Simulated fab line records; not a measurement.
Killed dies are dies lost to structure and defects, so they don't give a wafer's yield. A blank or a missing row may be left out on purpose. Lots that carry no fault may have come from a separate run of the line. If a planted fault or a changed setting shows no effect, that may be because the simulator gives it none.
Which tool did it? :: flow n5-finfet :: 36 wafers from 12 lots sampled at 2 of the route's 1938 steps

== WHAT EACH GAUGE READ, for each wafer ==
N5_BEOL_M14_CD_MEAS_10: target cd 250 nm.
lot: L075
measured: day 11 09:53
on: cd-sem-01
cd-nm (nm): 250.1 254.4 249.3

lot: L077
measured: day 12 04:07
on: cd-sem-02
cd-nm (nm): 247.3 244.8 245.3

lot: L079
measured: day 12 16:56
on: cd-sem-02
cd-nm (nm): 249.4 249.6 248.6

lot: L081
measured: day 13 05:11
on: cd-sem-03
cd-nm (nm): 250.3 249.0 249.7

lot: L082
measured: day 14 07:08
on: cd-sem-01
cd-nm (nm): 250.5 251.9 250.5

lot: L084
measured: day 15 07:17
on: cd-sem-03
cd-nm (nm): 246.5 247.9 254.2

lot: L089
measured: day 15 08:52
on: cd-sem-03
cd-nm (nm): 252.7 252.2 252.5

lot: L087
measured: day 15 09:23
on: cd-sem-03
cd-nm (nm): 247.1 252.8 243.5

lot: L092
measured: day 16 08:11
on: cd-sem-01
cd-nm (nm): 251.8 249.2 248.8

lot: L093
measured: day 16 11:59
on: cd-sem-01
cd-nm (nm): 254.6 248.5 252.2

lot: L095
measured: day 17 06:44
on: cd-sem-01
cd-nm (nm): 248.9 248.5 243.2

lot: L096
measured: day 17 16:22
on: cd-sem-02
cd-nm (nm): 249.3 252.3 251.3

== EACH LOT AND THE TOOL THAT RAN IT (in order: tool; ch and the chambers of the sampled wafers; start) ==
lot: L075
N5_BEOL_M13_SPUTTER_43: pvd-sputter-01, day 11 07:58

lot: L077
N5_BEOL_M13_SPUTTER_43: pvd-sputter-01, day 12 02:24

lot: L079
N5_BEOL_M13_SPUTTER_43: pvd-sputter-02, day 12 15:13

lot: L081
N5_BEOL_M13_SPUTTER_43: pvd-sputter-02, day 13 03:28

lot: L082
N5_BEOL_M13_SPUTTER_43: pvd-sputter-02, day 14 05:23

lot: L084
N5_BEOL_M13_SPUTTER_43: pvd-sputter-02, day 15 05:21

lot: L089
N5_BEOL_M13_SPUTTER_43: pvd-sputter-01, day 15 07:01

lot: L087
N5_BEOL_M13_SPUTTER_43: pvd-sputter-01, day 15 07:39

lot: L092
N5_BEOL_M13_SPUTTER_43: pvd-sputter-03, day 16 06:20

lot: L093
N5_BEOL_M13_SPUTTER_43: pvd-sputter-02, day 16 09:39

lot: L095
N5_BEOL_M13_SPUTTER_43: pvd-sputter-03, day 17 04:53

lot: L096
N5_BEOL_M13_SPUTTER_43: pvd-sputter-01, day 17 14:31
- N5_BEOL_M13_SPUTTER_43: material TaN, target thk 15 nm, time 24.19 s.

== THE ANSWER, worked out from the rows above alone ==
Rule: what is usual is taken from the lots themselves. The widest of any qualifying gaps counts: lots, ordered by their means at a reading, are off when they make up no more than a third of the lots, leave a main group of 4 or more, and stand apart from it by 3 or more times the standard deviation of that group's means. If all means in a main group match to the digits the tables above print for the reading, that group is not used. A lot without any number at a reading at which 4 lots or more have one is off too. All remaining lots with rows at the step are treated as sound.
Across all readings shown, no lot is off: no conclusion can be drawn from this.

== WHAT THE SIMULATOR HAD INSERTED ==
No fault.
